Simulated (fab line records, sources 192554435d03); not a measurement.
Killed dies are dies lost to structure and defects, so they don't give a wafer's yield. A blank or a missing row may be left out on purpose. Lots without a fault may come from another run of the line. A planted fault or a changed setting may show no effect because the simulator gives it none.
Which tool did it? | flow n5_finfet | 12 lots, 36 wafers sampled, at 4 steps of a route of 1938

WHAT THE GAUGES READ, wafer by wafer
N5_BEOL_M2_INSPECT_13: inspects for defects (brightfield).
lot  | measured     | on                | raw_defect_count
L075 | day 6 22:20  | defect_inspect-01 | 370 294 223
L077 | day 7 18:56  | defect_inspect-02 | 243 499 417
L079 | day 7 20:16  | defect_inspect-02 | 297 330 324
L081 | day 8 05:56  | defect_inspect-01 | 365 447 359
L083 | day 9 02:07  | defect_inspect-02 | 240 222 314
L085 | day 9 02:50  | defect_inspect-01 | 399 524 459
L087 | day 9 18:05  | defect_inspect-01 | 436 366 351
L090 | day 10 10:26 | defect_inspect-01 | 309 417 388
L092 | day 10 22:32 | defect_inspect-02 | 437 668 570
L093 | day 11 15:38 | defect_inspect-01 | 370 438 285
L095 | day 11 22:12 | defect_inspect-02 | 417 418 418
L097 | day 12 10:32 | defect_inspect-01 | 334 391 306

WHICH TOOL RAN EACH LOT (tool, then ch and the chambers of the sampled wafers, then the start)
lot  | N5_BEOL_M0_ANNEAL_119            | N5_BEOL_M1_TRENCH_ETCH_37                     | N5_BEOL_M1_ANNEAL_93
L075 | rtp_anneal-02 ch 0, day 6 07:01  | rie_diel-04 ch 0,2, day 6 17:43 or earlier    | pvd_sputter-01, day 6 17:43
L077 | rtp_anneal-01 ch 0, day 6 16:40  | rie_diel-01 ch 1,2,3, day 7 13:35 or earlier  | pvd_sputter-03, day 7 13:35
L079 | rtp_anneal-02 ch 0, day 7 05:48  | rie_diel-03 ch 0,1, day 7 17:09 or earlier    | pvd_sputter-01, day 7 17:09
L081 | rtp_anneal-01 ch 0, day 7 18:27  | rie_diel-01 ch 2,3, day 8 03:19 or earlier    | pvd_sputter-01, day 8 03:19
L083 | rtp_anneal-01 ch 0, day 8 09:10  | rie_diel-01 ch 0,2,3, day 8 21:32 or earlier  | pvd_sputter-03, day 8 21:32
L085 | rtp_anneal-02 ch 0, day 8 16:58  | rie_diel-01 ch 1,2, day 9 00:31 or earlier    | pvd_sputter-03, day 9 00:31
L087 | rtp_anneal-02 ch 0, day 9 04:37  | rie_diel-01 ch 1,2,3, day 9 14:11 or earlier  | pvd_sputter-03, day 9 14:11
L090 | rtp_anneal-01 ch 0, day 9 22:09  | rie_diel-01 ch 1,2,3, day 10 07:12 or earlier | pvd_sputter-02, day 10 07:12
L092 | rtp_anneal-02 ch 0, day 10 13:22 | rie_diel-03 ch 1,2,3, day 10 19:44 or earlier | pvd_sputter-01, day 10 19:44
L093 | rtp_anneal-02 ch 0, day 10 17:38 | rie_diel-01 ch 0,1,2, day 11 11:38 or earlier | pvd_sputter-01, day 11 11:38
L095 | rtp_anneal-01 ch 0, day 11 06:59 | rie_diel-03 ch 0,1,2, day 11 18:15 or earlier | pvd_sputter-01, day 11 18:15
L097 | rtp_anneal-01 ch 0, day 11 18:07 | rie_diel-03 ch 0,1,3, day 12 07:40 or earlier | pvd_sputter-03, day 12 07:40
- N5_BEOL_M0_ANNEAL_119: time 90 s.
- N5_BEOL_M1_TRENCH_ETCH_37: etches SiOC in C4F6/O2, target depth 55.207 nm, time 29 s.
- N5_BEOL_M1_ANNEAL_93: time 240 s.

THE ANSWER, worked out from the rows above alone
Rule: what is usual is taken from the lots themselves. Put in order of their means at a reading, lots are off if they are a third of the lots or fewer, leave a main group of 4 or more, and stand apart from it by a gap of 3 or more times the standard deviation of the main group's means; of several such gaps the widest counts. A main group whose means are all the same, to the digits that the tables above print for the reading, isn't used. A lot without any number at a reading at which 4 lots or more have one is off too. The other lots that the step has rows for count as sound.
No lot is off at any reading shown: from this, nothing can be told.

WHAT THE SIMULATOR HAD PUT IN
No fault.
